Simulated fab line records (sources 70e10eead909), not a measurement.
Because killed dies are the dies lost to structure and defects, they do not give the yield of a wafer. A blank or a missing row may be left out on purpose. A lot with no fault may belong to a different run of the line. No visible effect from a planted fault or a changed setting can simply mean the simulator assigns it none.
A lot that was struck, set against a sound lot / flow nand harc / 20 steps out of a route of 1159
Sound: wafers L902.2, L902.4, L902.6. Struck: wafers L912.1, L912.3, L912.6. Last of all comes the cause.
For every step that has rows: the tool of each side, followed by ch and its chambers, followed by its first start. Under that, the readings that differ: sound wafers / struck wafers / difference of the means / sigmas: that difference in standard deviations of wafers without a fault.
alike: same words and numbers on both sides, and readings whose means sit less than 2 such deviations apart. not compared: any withheld reading, any reading some wafer has no value for, any bound like >300 that may hide the same value, and any number with overlapping values for which the record gives no deviation.
A row with sigmas, a row that says differs or no value, or rows on one side alone: a step with any of these is where the two part. Numbers that don't overlap but have no deviation are shown without sigmas and don't part them. Lack of a reading on every wafer of one side parts them only where that side has two or more wafers.

NHARC_P_GATE_CD_MEAS_59: target cd 720 nm.
  sound on cd sem-02 ch 0, day 6 08:07; struck on cd sem-01 ch 0, day 8 21:09
  alike: cd nm
then, 1 step without rows for these wafers: NHARC_P_GATE_HARDBAKE_60 (time 80 s).
NHARC_P_GATE_DESCUM_61: chemistry O2, time 3 s.
  sound on rie diel-11 ch 0,2,3, day 6 08:17; struck on rie diel-11 ch 1,3, day 8 21:19
  alike: chamber pressure mTorr, drypump motor current A, oes product au, rf vpp V, showerhead plenum p Torr, throttle valve pct
  not compared: rf hours counter h
following that, these wafers have no rows for 1 step: NHARC_P_GATE_IMPLANT_62.
NHARC_P_GATE_STRIP_112: strips in N2/H2, time 200 s.
  sound on plasma asher-02 ch 1, day 6 08:42; struck on plasma asher-01 ch 0,1, day 8 21:40
  alike: drypump motor current A, heater power w
  not compared: rf hours counter h
NHARC_P_GATE_STRIP_76: strips in O2.
  sound on plasma asher-02 ch 1, day 6 08:56; struck on plasma asher-01 ch 0,1, day 8 21:56
  alike: drypump motor current A, heater power w
  not compared: rf hours counter h
then, 6 steps without rows for these wafers: NHARC_P_GATE_STRIP_63 (strips in SPM, time 900 s); NHARC_P_GATE_DEHYDRATE_83 (time 120 s); NHARC_P_GATE_HMDS_84 (time 30 s); NHARC_P_GATE_COAT_85; NHARC_P_GATE_SOFTBAKE_86 (time 95 s); NHARC_P_GATE_EBR_87.
NHARC_P_GATE_EXPOSE_88: exposes mask P HVN, target cd 2000 nm.
  sound on krf scanner-02 ch 0, day 6 09:41; struck on krf scanner-03 ch 0, day 8 22:42
reading=mask; sound=P_HVN#0 P_HVN#0 P_HVN#0; struck=P_HVN_R1#0 P_HVN_R1#0 P_HVN_R1#0; difference=differs; sigmas=
then, 2 steps without rows for these wafers: NHARC_P_GATE_PEB_89 (peb time 85 s); NHARC_P_GATE_DEVELOP_90 (time 70 s).
NHARC_P_GATE_CD_MEAS_91: target cd 2000 nm.
  sound on cd sem-01 ch 0, day 6 09:50; struck on cd sem-02 ch 0, day 8 22:52
reading=cd nm (nm); sound=1995.9 1995.1 1996.9; struck=1978.6 1977.1 1976.8; difference=-18.5; sigmas=-7
then, 1 step without rows for these wafers: NHARC_P_GATE_HARDBAKE_92 (time 80 s).
NHARC_P_GATE_DESCUM_93: chemistry O2, time 3 s.
  sound on rie diel-11 ch 0,3, day 6 10:00; struck on rie diel-13 ch 0,2, day 8 23:02
reading=model.P_GATE.cd nm (nm); sound=1996 1995 1996; struck=1979 1977 1977; difference=-18; sigmas=
  alike: chamber pressure mTorr, drypump motor current A, oes product au, rf vpp V, showerhead plenum p Torr, throttle valve pct
  not compared: rf hours counter h
following that, these wafers have no rows for 1 step: NHARC_P_GATE_IMPLANT_94.
-- jump in the record: it breaks off in module P_GATE and resumes in module END (first step shown: number 1159 of the route), and 14 days separate the struck wafers' starts before and after --
NHARC_END_SORT_01:
  only the struck wafers appear in the record here, on prober-02 ch 0 at day 22 11:22; the sound ones have no rows

== WHERE THEY PART ==
First at NHARC_P_GATE_EXPOSE_88; last, within this record, at NHARC_END_SORT_01.

WHY: the cause the simulator had injected
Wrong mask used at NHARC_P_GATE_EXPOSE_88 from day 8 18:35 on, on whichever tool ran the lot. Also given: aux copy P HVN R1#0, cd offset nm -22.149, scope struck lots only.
